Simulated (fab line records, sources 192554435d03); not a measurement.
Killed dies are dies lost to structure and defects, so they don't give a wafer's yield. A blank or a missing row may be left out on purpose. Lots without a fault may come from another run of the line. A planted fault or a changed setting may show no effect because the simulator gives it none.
Chamber matching | flow n5_finfet | N5_BEOL_M6_VIA_ETCH_34 on rie_diel-02: 4 sister chambers
The step etches SiCOH lowk in C4F6/O2, target depth 126.3 nm, time 50.9 s. 8 wafers are shown with their chamber, then 10 later ones without.

WAFERS WITH THEIR CHAMBER
wafer  | chamber | showerhead_plenum_p_Torr (Torr) | throttle_valve_pct (%)
L079.6 | 3       | 2.81                            | 21.21
L083.6 | 3       | 2.80                            | 21.23
L085.4 | 2       | 2.97                            | 20.71
L085.5 | 0       | 2.90                            | 21.06
L089.4 | 0       | 2.90                            | 21.08
L089.6 | 1       | 2.80                            | 20.71
L091.4 | 2       | 2.97                            | 20.73
L091.5 | 1       | 2.80                            | 20.71

WAFERS WITHOUT THEIR CHAMBER
wafer  | showerhead_plenum_p_Torr (Torr) | throttle_valve_pct (%)
L091.6 | 2.90                            | 21.08
L095.2 | 2.97                            | 20.75
L095.3 | 2.80                            | 20.85
L095.6 | 2.80                            | 20.87
L094.2 | 2.80                            | 20.88
L094.4 | 2.79                            | 20.75
L094.5 | 2.89                            | 21.11
L097.3 | 2.89                            | 21.12
L097.4 | 2.79                            | 20.73
L097.5 | 2.79                            | 20.75

WHICH CHAMBER EACH WENT THROUGH
wafer  | from the rows above | in truth
L091.6 | 0                   | 0
L095.2 | 2                   | 2
L095.3 | 1                   | 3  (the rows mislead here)
L095.6 | 1                   | 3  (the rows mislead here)
L094.2 | 1                   | 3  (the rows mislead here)
L094.4 | 1                   | 1
L094.5 | 0                   | 0
L097.3 | 0                   | 0
L097.4 | 1                   | 1
L097.5 | 1                   | 1
Placed correctly: 7 of 10. Can't be placed from these rows: 0. Placed wrongly: 3.
How it was worked out, from the rows above alone: a wafer's distance from a chamber is the root of the sum, over the readings, of the square of ((its reading less the chamber's mean) divided by the reading's scatter). The wafer belongs to the nearest chamber; if the next one is less than 2 further off, it can't be placed. A chamber's mean is the mean of its shown wafers. The scatter: the root of (the sum of the squares of (reading less its chamber's mean) over the shown wafers, divided by (wafers less chambers)).
